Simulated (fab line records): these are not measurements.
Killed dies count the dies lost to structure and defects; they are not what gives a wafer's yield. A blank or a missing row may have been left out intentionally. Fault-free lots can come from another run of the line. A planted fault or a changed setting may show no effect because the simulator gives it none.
Lot-split experiment -- flow n5Finfet -- 21 wafers read from 7 lots, route of 1938 steps

## THE SPLIT ITSELF
At N5_GATE_CUT_EXPOSE_10 (exposes mask GATE CUT, target cd 20 nm), the setting doseMj was moved away from the recipe's 43.25 on 5 of the 21 wafers read, by +2.8% to +7.3%. For the rest of the wafers, this setting stayed at what the recipe calls for.

## FROM THE SPLIT ON TO THE READING: in between, the file shows 1 step
- N5_GATE_CUT_DESCUM_18: chemistry O2, time 7 s (also split here: timeS)

## THE READING
GATE_CUT.cdNm (the simulator's own value, which no gauge read), in nm, at N5_GATE_CUT_ETCH_28 (etches underlayer in N2/H2, target depth 13 nm, time 10.4 s). No usual value for it is given in the file. Average 20.1 nm, standard deviation 0.35 nm, over the 16 wafers here run with the recipe.

wafer,"tool, chamber at the split",doseMj as run,against the recipe,"GATE_CUT.cdNm, nm",against lot-mates on the recipe
L074.1,"euvScanner-02, 0",43.25,recipe,19.8,-
L074.3,"euvScanner-02, 0",43.25,recipe,20,-
L074.5,"euvScanner-02, 0",43.25,recipe,19.6,-
L076.1,"euvScanner-01, 0",46.41,+7.3%,21.6,+1.2
L076.4,"euvScanner-01, 0",46.41,+7.3%,21.2,+0.8
L076.6,"euvScanner-01, 0",43.25,recipe,20.4,-
L077.1,"euvScanner-01, 0",43.25,recipe,20.2,-
L077.2,"euvScanner-01, 0",43.25,recipe,20.8,-
L077.4,"euvScanner-01, 0",43.25,recipe,20.6,-
L079.1,"euvScanner-01, 0",43.25,recipe,19.6,-
L079.2,"euvScanner-01, 0",43.25,recipe,19.6,-
L079.6,"euvScanner-01, 0",44.48,+2.8%,20.8,+1.2
L083.1,"euvScanner-01, 0",43.25,recipe,20,-
L083.2,"euvScanner-01, 0",43.25,recipe,20.2,-
L083.5,"euvScanner-01, 0",43.25,recipe,20.2,-
L086.2,"euvScanner-02, 0",43.25,recipe,20.6,-
L086.3,"euvScanner-02, 0",43.25,recipe,20.2,-
L086.6,"euvScanner-02, 0",43.25,recipe,20.2,-
L087.1,"euvScanner-02, 0",45.91,+6.2%,21.4,+1.4
L087.3,"euvScanner-02, 0",43.25,recipe,20,-
L087.6,"euvScanner-02, 0",45.91,+6.2%,21.4,+1.4

FIT RESULTS
A straight line over all 21 wafers: GATE_CUT.cdNm changes by +0.189 nm for each +1% of doseMj; r = +0.84; the points scatter about the line by 0.34 nm.
The same after taking each lot's own level away (the mean of its wafers on the recipe; 21 wafers): +0.18 nm for each +1%; r = +0.89; scatter 0.26 nm.
The reading moves by 1.3 nm for the largest change in doseMj, on that fit.
Across the lots, their own levels run from 19.60 to 20.53 nm, a range of 2.6 times the standard deviation given above.
Hence the lot-to-lot level has little effect on the slope; both slopes agree.
Check: for one of the wafers moved furthest among these (+7.3%), held out of the fit, the line's prediction against its lot-mates is +1.41 nm. It came out at +1.2 nm against them.

## THESE WAFERS: OTHER SPLITS
Other splits were also applied to these wafers ahead of the reading. Each is held against what the fit with the lots' levels taken away leaves over:
other split on the same wafers,wafers away from the commonest value,r with GATE_CUT.cdNm (lot level and that fit taken away)
N5_PMOS_HMC_CHANNEL_EPI_COAT_31 spinRpm,6,-0.10
N5_PMOS_HMC_CHANNEL_EPI_COAT_03 spinRpm,6,-0.02
N5_FIN_SAQP_ETCH_65 timeS,10,+0.23
N5_DUMMY_GATE_COAT_28 spinRpm,8,+0.12
N5_SPACER0_ALD_00 aldCycles,7,+0.08
N5_SD_EPI_P_ETCH_16 targetDepthA,5,+0.21
N5_SD_EPI_P_EPI_21 epiGrowthTimeS,11,-0.35
N5_HKMG_FIN_HK_ALD_01 aldCycles,6,-0.03
N5_GATE_CUT_DESCUM_18 timeS,8,+0.17

## THE WHOLE CHAIN: every reading that the file lists as answering this split, in the file's order
step,what it does,reading,change (the file's fit),r (the file's)
N5_GATE_CUT_DESCUM_18,"chemistry O2, time 7 s","GATE_CUT.cdNm (the simulator's own value, which no gauge read)",+0.208 nm for each +1% of the setting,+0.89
N5_GATE_CUT_ETCH_28,"etches underlayer in N2/H2, target depth 13 nm, time 10.4 s","GATE_CUT.cdNm (the simulator's own value, which no gauge read)",+0.195 nm for each +1% of the setting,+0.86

## THE FILE'S OWN FIT
GATE_CUT.cdNm changes by +0.195 nm for each +1% of doseMj, r = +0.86.
